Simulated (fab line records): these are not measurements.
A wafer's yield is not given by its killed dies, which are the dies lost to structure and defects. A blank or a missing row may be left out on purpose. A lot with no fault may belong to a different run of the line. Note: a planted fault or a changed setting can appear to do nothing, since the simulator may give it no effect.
fab line records | flow nandHarc
[record] lots = 7 | wafers = 21 | lastDay = 25
route steps=1159 shown A_STAIRCASE@695 END@1159
lots that met no fault: from a run of the same line without faults
startH: start of the lot's first displayed wafer, in hours after the record's first day | waitH: how many hours have passed since the lot's step before this one | " as in the row above | L1.1+2: one row covering several wafers at once | - no value present, or no start provided | * or withheld: withheld | < > ~ a bound
route shown NAME@n: a module of which the file shows steps, and the number in the route of the first | usual: the fault-free wafers' mean and standard deviation | same: alike in all rows | chamber/n: place in a boat | sites: each site's reading | _std_site: how widely they spread, as a standard deviation | _edge_site: inner sites' mean taken away from outer sites' mean | radiusMm: for every site, how far away it sits from the centre of the wafer | mask NAME#n: copy n | behind: the most recent tool/chamber to have shaped the wafer | hold: reason for holding the lot/hours on hold/outcome of the hold | device: the n, p or np transistor that did not switch | end of line: the route-end tests of the same wafers | a step without rows: its recipe alone | killed: dies lost to structure and defects at the first sort, not the wafer's yield | map: a wafer's dies, marking killed ones x, the rest . and places with no die _
set.NAME: the run value of the setting; set.NAME@STEP: its run value at that earlier step | model.NAME: the simulator's own value behind a step, which no gauge read
lots seen at some steps along the route; tables by step, rows by wafer
services: the hour from which a tool's chamber was out of use, counted from the record's first day as startH (under 0 if before that day), plus the number of hours and why
[[steps]]
[step NHARC_A_STAIRCASE_PRECLEAN_318]
[recipe] timeS = * | tempC = 50 | bathAgeMin = 0 | chemistry = SC1
[step NHARC_A_STAIRCASE_SRD_329]
[step NHARC_A_STAIRCASE_ALD_415]
[recipe] targetThkA = 300 | pulseTimeS = 6 | aldCycles = 300 | tempC = 300 | material = SiO2
[usual] heaterPowerW = 446/29 | precursorPulseHeightRel = 1.000/0.018
lot.wafer | tool     | chamber | startH | waitH | heaterPowerW | precursorPulseHeightRel
L224.3    | aldHk-03 | 3       | 279.12 | 0.1   | 475          | 1.004
L224.1    | "        | 2       | "      | "     | 472          | 1.055
L224.6    | "        | 0       | "      | "     | 449          | 0.991
L232.2    | aldHk-03 | 0       | 319.85 | 0.1   | 441          | 1.000
L232.4    | "        | 1       | "      | "     | 415          | 1.024
L232.5    | "        | 1       | "      | "     | 412          | 0.987
L236.2    | aldHk-04 | 2       | 352.81 | 0.3   | 415          | 0.992
L236.4    | "        | 3       | "      | "     | 508          | 1.000
L236.1    | "        | 1       | "      | "     | 450          | 1.026
L237.4    | aldHk-02 | 0       | 363.52 | 0.3   | 415          | 0.972
L237.2    | "        | 2       | "      | "     | 456          | 0.991
L237.5    | "        | 3       | "      | "     | 419          | 0.997
L238.2    | aldHk-02 | 1       | 370.98 | 0.8   | 451          | 0.997
L238.5    | "        | 1       | "      | "     | 445          | 0.998
L238.6    | "        | 2       | "      | "     | 454          | 0.982
L242.4    | aldHk-02 | 2       | 396.22 | 1.7   | 445          | 0.991
L242.6    | "        | 0       | "      | "     | 416          | 0.999
L242.5    | "        | 1       | "      | "     | 455          | 0.988
L244.1    | aldHk-03 | 3       | 414.59 | 1.7   | 481          | 1.014
L244.4    | "        | 0       | "      | "     | 448          | 0.995
L244.6    | "        | 0       | "      | "     | 442          | 0.996
[step NHARC_A_STAIRCASE_ETCHBACK_416]
[recipe] targetDepthA = 360 | timeS = 7.2 | c4f8FlowSccm = withheld | o2FlowSccm = 8 | arFlowSccm = withheld | rfW = 600 | biasW = 800 | chemistry = C4F8/O2/Ar
[usual] oesProductAu = 0.95/0.036 | rfVppV = 725/4.6
lot.wafer | tool       | chamber | startH | waitH | oesProductAu | rfHoursCounterH | rfVppV
L224.1    | rieDiel-07 | 0       | -      | -     | 1.00         | 16              | 727
L224.3    | "          | 1       | "      | "     | 1.02         | 15              | 724
L224.6    | "          | 1       | "      | "     | 1.01         | -               | 723
L232.2    | rieDiel-07 | 2       | -      | -     | 0.92         | 29              | 729
L232.4    | "          | 0       | "      | "     | 0.93         | 31              | 728
L232.5    | "          | 3       | "      | "     | 0.91         | -               | 729
L236.2    | rieDiel-02 | 1       | -      | -     | 1.01         | 7               | 727
L236.1    | "          | 2       | "      | "     | 1.00         | 7               | 725
L236.4    | "          | 3       | "      | "     | 1.01         | -               | 731
L237.2    | rieDiel-02 | 2       | -      | -     | 0.93         | 12              | 725
L237.5    | "          | 2       | "      | "     | 0.92         | -               | 725
L237.4    | "          | 3       | "      | "     | 0.92         | -               | 731
L238.2    | rieDiel-07 | 0       | -      | -     | 0.93         | 54              | 727
L238.5    | "          | 3       | "      | "     | 0.92         | -               | 726
L238.6    | "          | 0       | "      | "     | 0.93         | -               | 728
L242.4    | rieDiel-02 | 2       | -      | -     | 0.91         | 27              | 724
L242.6    | "          | 2       | "      | "     | 0.92         | -               | 725
L242.5    | "          | 3       | "      | "     | 0.92         | -               | 730
L244.4    | rieDiel-06 | 2       | -      | -     | 0.91         | 56              | 725
L244.1    | "          | 0       | "      | "     | 0.92         | 64              | 718
L244.6    | "          | 1       | "      | "     | 0.94         | -               | 722
[step NHARC_A_STAIRCASE_STRIP_476]
[recipe] timeS = 20 | o2FlowSccm = 500 | arFlowSccm = 0 | biasW = 0 | chemistry = O2
[usual] drypumpMotorCurrentA = 6.1/0.39 | oesProductAu = 0.999/0.01 | rfVppV = 58.0/0.94 | showerheadPlenumPTorr = 3.59/0.15 | throttleValvePct = 17.036/0.0085
lot.wafer | tool       | chamber | startH | waitH | drypumpMotorCurrentA | oesProductAu | rfHoursCounterH | rfVppV | showerheadPlenumPTorr | throttleValvePct
L224.3    | rieDiel-07 | 2       | 281.38 | 0.1   | 6.1                  | 1.025        | 15              | 58.7   | 3.76                  | 17.030
L224.1    | "          | 0       | "      | "     | 6.3                  | 1.006        | 16              | 58.8   | 3.68                  | 17.016
L224.6    | "          | 1       | "      | "     | 5.4                  | 1.017        | -               | 57.1   | 3.49                  | 17.048
L232.2    | rieDiel-07 | 1       | 322.06 | 0.1   | 5.4                  | 1.000        | 25              | 58.7   | 3.49                  | 17.049
L232.4    | "          | 2       | "      | "     | 6.0                  | 0.998        | 29              | 59.0   | 3.75                  | 17.027
L232.5    | "          | 0       | "      | "     | 6.3                  | 0.995        | -               | 58.0   | 3.67                  | 17.044
L236.1    | rieDiel-02 | 3       | 355.03 | 0.1   | 5.9                  | 0.995        | 7               | 58.3   | 3.80                  | 17.038
L236.2    | "          | 2       | "      | "     | 6.3                  | 0.997        | 7               | 58.2   | 3.59                  | 17.036
L236.4    | "          | 2       | "      | "     | 6.3                  | 0.995        | -               | 57.7   | 3.59                  | 17.040
L237.2    | rieDiel-02 | 2       | 365.62 | 0.2   | 6.3                  | 0.995        | 12              | 57.7   | 3.59                  | 17.020
L237.5    | "          | 3       | "      | "     | 5.8                  | 0.995        | -               | 57.1   | 3.80                  | 17.029
L237.4    | "          | 1       | "      | "     | 6.7                  | 1.004        | -               | 56.3   | 3.66                  | 17.033
L238.2    | rieDiel-07 | 2       | 373.13 | 0.1   | 6.0                  | 0.999        | 48              | 58.3   | 3.74                  | 17.039
L238.5    | "          | 0       | "      | "     | 6.3                  | 1.002        | -               | 58.1   | 3.66                  | 17.048
L238.6    | "          | 1       | "      | "     | 5.4                  | 1.000        | -               | 58.2   | 3.48                  | 17.036
L242.4    | rieDiel-02 | 3       | 397.93 | 0.1   | 5.9                  | 0.989        | 27              | 57.5   | 3.79                  | 17.039
L242.5    | "          | 2       | "      | "     | 6.3                  | 0.985        | -               | 58.3   | 3.58                  | 17.035
L242.6    | "          | 3       | "      | "     | 5.8                  | 0.999        | -               | 59.9   | 3.79                  | 17.043
L244.4    | rieDiel-06 | 3       | 416.77 | 0.1   | 5.8                  | 1.001        | 55              | 58.9   | 3.58                  | 17.033
L244.1    | "          | 1       | "      | "     | 6.2                  | 1.005        | 62              | 57.4   | 3.48                  | 17.051
L244.6    | "          | 2       | "      | "     | 6.4                  | 0.983        | -               | 58.3   | 3.57                  | 17.033
[step NHARC_A_STAIRCASE_DEP_417]
[recipe] targetThkA = 600 | stepCoveragePct = 20 | tempC = 400 | targetThkNm = 60 | flowSccm = 200 | rfW = 450 | material = Si3N4
[usual] heaterPowerW = 697/54
lot.wafer | tool     | chamber | startH | waitH | heaterPowerW
L224.1    | pecvd-01 | 2       | 281.47 | -     | 727
L224.3    | "        | 0       | "      | "     | 660
L224.6    | "        | 2       | "      | "     | 718
L232.2    | pecvd-03 | 1       | 322.15 | -     | 714
L232.4    | "        | 1       | "      | "     | 718
L232.5    | "        | 1       | "      | "     | 715
L236.2    | pecvd-01 | 0       | 355.13 | -     | 590
L236.1    | "        | 2       | "      | "     | 692
L236.4    | "        | 0       | "      | "     | 604
L237.2    | pecvd-04 | 0       | 365.81 | -     | 730
L237.4    | "        | 2       | "      | "     | 638
L237.5    | "        | 0       | "      | "     | 720
L238.2    | pecvd-03 | 2       | 373.31 | -     | 692
L238.5    | "        | 0       | "      | "     | 780
L238.6    | "        | 1       | "      | "     | 752
L242.6    | pecvd-01 | 2       | 398.16 | -     | 750
L242.4    | "        | 0       | "      | "     | 674
L242.5    | "        | 1       | "      | "     | 737
L244.1    | pecvd-01 | 2       | 416.91 | -     | 760
L244.4    | "        | 2       | "      | "     | 758
L244.6    | "        | 0       | "      | "     | 632
[step NHARC_A_STAIRCASE_WET_418]
[recipe] tempC = 160 | targetDepthA = 200 | chemistry = H3PO4
[step NHARC_A_STAIRCASE_PRECLEAN_419]
[recipe] timeS = * | tempC = 50 | bathAgeMin = 0 | chemistry = SC1
[step NHARC_A_STAIRCASE_SRD_421]
[step NHARC_A_STAIRCASE_ALD_420]
[recipe] targetThkA = 200 | pulseTimeS = 6 | aldCycles = 200 | tempC = 300 | material = SiO2
[usual] heaterPowerW = 447/32 | precursorPulseHeightRel = 0.999/0.018
lot.wafer | tool     | chamber | startH | waitH | heaterPowerW | precursorPulseHeightRel
L224.3    | aldHk-03 | 2       | 285.20 | -     | 468          | 1.000
L224.1    | "        | 0       | "      | "     | 449          | 1.008
L224.6    | "        | 2       | "      | "     | 458          | 1.025
L232.4    | aldHk-04 | 2       | 325.12 | -     | 413          | 1.008
L232.2    | "        | 0       | "      | "     | 414          | 0.995
L232.5    | "        | 3       | "      | "     | 506          | 1.008
L236.4    | aldHk-03 | 1       | 358.92 | -     | 421          | 1.028
L236.1    | "        | 2       | "      | "     | 448          | 0.985
L236.2    | "        | 3       | "      | "     | 477          | 1.012
L237.4    | aldHk-03 | 2       | 369.52 | -     | 450          | 1.011
L237.2    | "        | 3       | "      | "     | 479          | 0.997
L237.5    | "        | 2       | "      | "     | 458          | 0.980
L238.2    | aldHk-04 | 0       | 377.47 | -     | 438          | 1.049
L238.5    | "        | 1       | "      | "     | 424          | 1.027
L238.6    | "        | 2       | "      | "     | 422          | 0.984
L242.4    | aldHk-03 | 0       | 402.30 | -     | 441          | 1.005
L242.5    | "        | 1       | "      | "     | 411          | 1.011
L242.6    | "        | 2       | "      | "     | 453          | 0.986
L244.4    | aldHk-04 | 2       | 420.96 | -     | 425          | 0.958
L244.1    | "        | 3       | "      | "     | 528          | 1.032
L244.6    | "        | 0       | "      | "     | 425          | 0.996
[step NHARC_A_STAIRCASE_CVD_552]
[recipe] targetThkA = 400 | tempC = 700 | pressureMtorr = 300 | material = SiNx
[step NHARC_A_STAIRCASE_DEP_151]
[recipe] targetThkA = 38000 | tempC = 400 | targetThkNm = 3800 | teosFlowSccm = 200 | rfW = 500 | material = SiO2
[usual] heaterPowerW = 640/69 | mfcPrecursorSccm = 199.9/0.55
lot.wafer | tool     | chamber | startH | waitH | heaterPowerW | mfcPrecursorSccm
L224.1    | pecvd-01 | 0       | 293.38 | 0.4   | 637          | 200.0
L224.3    | "        | 1       | "      | "     | 761          | 199.4
L224.6    | "        | 2       | "      | "     | 623          | 200.1
L232.2    | pecvd-03 | 0       | 336.10 | 0.6   | 734          | 199.3
L232.5    | "        | 2       | "      | "     | 615          | 199.9
L232.4    | "        | 0       | "      | "     | 618          | 199.2
L236.2    | pecvd-01 | 2       | 368.09 | 0.4   | 747          | 211.2
L236.1    | "        | 0       | "      | "     | 674          | 212.0
L236.4    | "        | 0       | "      | "     | 522          | 211.8
L237.2    | pecvd-01 | 1       | 378.73 | 0.4   | 755          | 210.5
L237.5    | "        | 2       | "      | "     | 623          | 211.1
L237.4    | "        | 0       | "      | "     | 544          | 212.6
L238.2    | pecvd-01 | 0       | 385.44 | 0.6   | 564          | 211.8
L238.5    | "        | 1       | "      | "     | 615          | 211.6
L238.6    | "        | 2       | "      | "     | 618          | 211.8
L242.6    | pecvd-03 | 0       | 410.34 | 0.7   | 627          | 200.5
L242.4    | "        | 1       | "      | "     | 576          | 199.2
L242.5    | "        | 2       | "      | "     | 643          | 200.6
L244.1    | pecvd-03 | 2       | 429.19 | 0.6   | 643          | 200.4
L244.6    | "        | 1       | "      | "     | 583          | 200.0
L244.4    | "        | 0       | "      | "     | 619          | 200.3
[step NHARC_A_STAIRCASE_ANNEAL_320]
[recipe] tempC = 750 | timeS = 1800
[step NHARC_END_SORT_01]
[recipe] tempC = 25
[usual] killedAtArray = 26/9 | killedAtOther = 0.8/1.2 | killedAtPeriphery = 3.2/2.3 | killedDies = 30/9.1 | killedOpen = 3.5/2 | killedShort = 1.8/1.4
[same] grossDies = 677
lot.wafer | tool      | chamber | startH | waitH | killedAtArray | killedAtOther | killedAtPeriphery | killedDies | killedOpen | killedShort
L224.1    | prober-01 | 0       | 454.62 | 2.5   | 18            | 0             | 4                 | 22         | 1          | 0
L224.3    | prober-01 | 0       | 456.23 | 3.1   | 27            | 0             | 2                 | 29         | 4          | 8
L224.6    | prober-01 | 0       | 458.64 | 4.0   | 30            | 0             | 1                 | 31         | 0          | 0
L236.1    | prober-02 | 0       | 530.83 | 2.5   | 10            | 0             | 5                 | 15         | 5          | 1
L236.2    | prober-02 | 0       | 531.64 | 2.8   | 7             | 0             | 6                 | 13         | 1          | 1
L236.4    | prober-02 | 0       | 533.26 | 3.4   | 11            | 1             | 3                 | 15         | 6          | 1
L237.2    | prober-01 | 0       | 531.67 | 2.8   | 21            | 2             | 1                 | 24         | 2          | 2
L237.4    | prober-01 | 0       | 533.28 | 3.4   | 24            | 7             | 0                 | 31         | 6          | 2
L237.5    | prober-01 | 0       | 534.09 | 3.7   | 35            | 1             | 2                 | 38         | 7          | 2
L238.2    | prober-01 | 0       | 543.56 | 2.8   | 35            | 2             | 0                 | 37         | 3          | 2
L238.5    | prober-01 | 0       | 545.97 | 3.7   | 34            | 2             | 3                 | 39         | 2          | 0
L238.6    | prober-01 | 0       | 546.77 | 4.0   | 39            | 1             | 3                 | 43         | 3          | 3
L244.1    | prober-02 | 0       | 600.49 | 2.5   | 38            | 0             | 7                 | 45         | 1          | 2
L244.4    | prober-02 | 0       | 602.88 | 3.4   | 43            | 0             | 4                 | 47         | 5          | 2
L244.6    | prober-02 | 0       | 604.48 | 4.0   | 48            | 0             | 5                 | 53         | 5          | 3
// killed by level:class
L224.1 A_CHANNEL_HOLE_D1:chamberFilmFlake=11 A_STAIRCASE:chamberFilmFlake=3 P_GATE:chamberFilmFlake=2 A_CONTACT:chamberFilmFlake=2 A_CONTACT:geometricParticle:open=1 P_STI:chamberFilmFlake=1 P_M0:chamberFilmFlake=1 A_WL_FILL:chamberFilmFlake=1
L224.3 A_CHANNEL_HOLE_D1:chamberFilmFlake=8 A_WL_FILL:geometricParticle:short=4 A_CHANNEL_FILL_D1:chamberFilmFlake=4 A_CHANNEL_FILL_D1:geometricParticle:open=3 A_CONTACT:chamberFilmFlake=2 P_M0:geometricParticle:short=1 A_ONON_D1:geometricParticle:short=1 A_CHANNEL_HOLE_D1:geometricParticle:short=1
L224.6 A_CHANNEL_HOLE_D1:chamberFilmFlake=18 A_CHANNEL_FILL_D1:chamberFilmFlake=5 A_WL_FILL:chamberFilmFlake=3 A_CONTACT:chamberFilmFlake=2 P_GATE:chamberFilmFlake=1 A_SLIT:chamberFilmFlake=1 A_BONDPAD:chamberFilmFlake=1
L236.1 A_CHANNEL_HOLE_D1:chamberFilmFlake=3 P_M1:chamberFilmFlake=2 P_M1:geometricParticle:open=1 A_ONON_D1:geometricParticle:open=1 A_CONTACT:geometricParticle:open=1 A_CONTACT:geometricParticle:short=1 A_BLC:geometricParticle:open=1 A_M0:geometricParticle:open=1
L236.2 P_GATE:chamberFilmFlake=4 A_CHANNEL_HOLE_D1:chamberFilmFlake=4 A_CONTACT:chamberFilmFlake=2 P_CONTACT:geometricParticle:open=1 A_WL_FILL:geometricParticle:short=1 P_M1:chamberFilmFlake=1
L237.2 A_SLIT:chamberFilmFlake=12 A_CHANNEL_HOLE_D1:chamberFilmFlake=4 THIN_TSV:chamberFilmFlake=2 P_CONTACT:geometricParticle:open=1 A_SGD_CUT:geometricParticle:short=1 A_WL_FILL:geometricParticle:short=1 A_WL_FILL:geometricParticle:open=1 A_CHANNEL_FILL_D1:chamberFilmFlake=1
L236.4 A_CHANNEL_HOLE_D1:chamberFilmFlake=2 P_M1:chamberFilmFlake=2 A_STAIRCASE:chamberFilmFlake=2 P_GATE:geometricParticle:open=1 A_CHANNEL_HOLE_D1:geometricParticle:open=1 A_SGD_CUT:geometricParticle:open=1 A_WL_FILL:geometricParticle:short=1 A_WL_FILL:geometricParticle:open=1
L237.4 A_SLIT:chamberFilmFlake=9 THIN_TSV:chamberFilmFlake=7 A_CHANNEL_HOLE_D1:chamberFilmFlake=4 A_BLC:geometricParticle:open=3 A_ONON_D1:geometricParticle:open=1 A_CHANNEL_FILL_D1:geometricParticle:short=1 A_CHANNEL_FILL_D1:geometricParticle:open=1 A_CONTACT:geometricParticle:open=1
L237.5 A_SLIT:chamberFilmFlake=15 A_STAIRCASE:chamberFilmFlake=5 A_CONTACT:chamberFilmFlake=3 A_CHANNEL_HOLE_D1:chamberFilmFlake=3 A_CHANNEL_FILL_D1:chamberFilmFlake=2 P_CONTACT:geometricParticle:short=1 P_M0:geometricParticle:open=1 A_ONON_D1:geometricParticle:open=1
L238.2 A_CHANNEL_HOLE_D1:chamberFilmFlake=22 A_CONTACT:chamberFilmFlake=4 A_CONTACT:geometricParticle:open=3 A_STAIRCASE:chamberFilmFlake=3 THIN_TSV:chamberFilmFlake=2 A_ONON_D1:geometricParticle:short=1 A_SGD_CUT:geometricParticle:short=1 A_M0:chamberFilmFlake=1
L238.5 A_CHANNEL_HOLE_D1:chamberFilmFlake=20 A_CONTACT:chamberFilmFlake=6 A_STAIRCASE:chamberFilmFlake=5 P_STI:chamberFilmFlake=2 THIN_TSV:chamberFilmFlake=2 P_GATE:geometricParticle:open=1 A_CONTACT:geometricParticle:open=1 A_WL_FILL:chamberFilmFlake=1
L238.6 A_CHANNEL_HOLE_D1:chamberFilmFlake=20 A_CONTACT:chamberFilmFlake=9 A_STAIRCASE:chamberFilmFlake=4 A_CONTACT:geometricParticle:short=2 P_STI:chamberFilmFlake=2 A_ONON_D1:geometricParticle:short=1 A_CONTACT:geometricParticle:open=1 A_BLC:geometricParticle:open=1
L244.1 A_SLIT:chamberFilmFlake=14 A_SGD_CUT:chamberFilmFlake=8 A_CHANNEL_HOLE_D1:chamberFilmFlake=7 P_STI:chamberFilmFlake=4 A_STAIRCASE:chamberFilmFlake=3 A_CONTACT:chamberFilmFlake=3 P_GATE:geometricParticle:short=1 P_CONTACT:geometricParticle:short=1
L244.4 A_SLIT:chamberFilmFlake=15 A_CHANNEL_HOLE_D1:chamberFilmFlake=8 A_SGD_CUT:chamberFilmFlake=7 A_CONTACT:chamberFilmFlake=6 P_STI:chamberFilmFlake=4 A_CONTACT:geometricParticle:open=2 A_SOURCE_PLATE:geometricParticle:short=1 A_SOURCE_PLATE:geometricParticle:open=1
L244.6 A_SLIT:chamberFilmFlake=17 A_CHANNEL_HOLE_D1:chamberFilmFlake=8 A_CONTACT:chamberFilmFlake=6 A_STAIRCASE:chamberFilmFlake=6 A_SGD_CUT:chamberFilmFlake=4 P_STI:chamberFilmFlake=3 A_M0:geometricParticle:open=2 P_CONTACT:geometricParticle:open=1
[[services]]
tool       | chamber | startH | hours | kind
pecvd-01   | 1       | 259.88 | 12.2  | repair
rieDiel-07 | 1       | 287.55 | 13.4  | repair
rieDiel-06 | 2       | 289.33 | 6.8   | repair
pecvd-03   | -       | 292.26 | 13.0  | pm
rieDiel-02 | 0       | 318.79 | 4.1   | repair
pecvd-03   | 2       | 319.22 | 5.1   | repair
aldHk-03   | 1       | 323.16 | 10.0  | ventCycle
aldHk-03   | 2       | 323.16 | 10.0  | ventCycle
rieDiel-02 | -       | 327.76 | 9.0   | pm
aldHk-03   | 0       | 333.16 | -     | clean
aldHk-03   | 1       | 333.16 | -     | clean
aldHk-03   | 2       | 333.16 | -     | clean
rieDiel-06 | 3       | 360.12 | 2.1   | repair
aldHk-04   | -       | 364.00 | 10.0  | pm
pecvd-04   | -       | 376.34 | 13.0  | pm
pecvd-04   | 0       | 389.61 | 6.4   | repair
rieDiel-07 | -       | 396.21 | 0.8   | repair
aldHk-03   | -       | 400.99 | 0.8   | repair
rieDiel-07 | -       | 405.23 | 9.0   | pm
rieDiel-06 | -       | 418.20 | 9.0   | pm
pecvd-01   | -       | 418.39 | 13.0  | pm
pecvd-01   | 0       | 418.39 | 13.0  | ventCycle
pecvd-01   | 1       | 418.39 | 13.0  | ventCycle
pecvd-01   | 2       | 418.39 | 13.0  | ventCycle
[[key]]
[firstSign] step = NHARC_A_STAIRCASE_DEP_151 | reading = mfcPrecursorSccm | direction = up | sigmas = 21 | usual = 199.9 | struck = 211.6
effect none on later readings
metAt NHARC_A_STAIRCASE_DEP_151
struckWafers L236.1,L236.2,L236.4,L237.2,L237.4,L237.5,L238.2,L238.5,L238.6
testerLeftOut L236,L237,L238
onsetBetween 293.38 368.09
[fault] kind = processParameterDrift | tool = pecvd-01 | chamber = - | onsetH = 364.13 | steps = NHARC_A_STAIRCASE_DEP_151 | channel = teosFlowSccm | offset = * | shape = step | endH = 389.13 | actsIn = * | stated = *
// testerLeftOut: of these lots the tester's yield and bins aren't shown, on N5 and GAA mostly nor the transistor test; their killed dies are dies lost to structure and defects alone, not to doping, threshold or leakage, so they don't give the yield
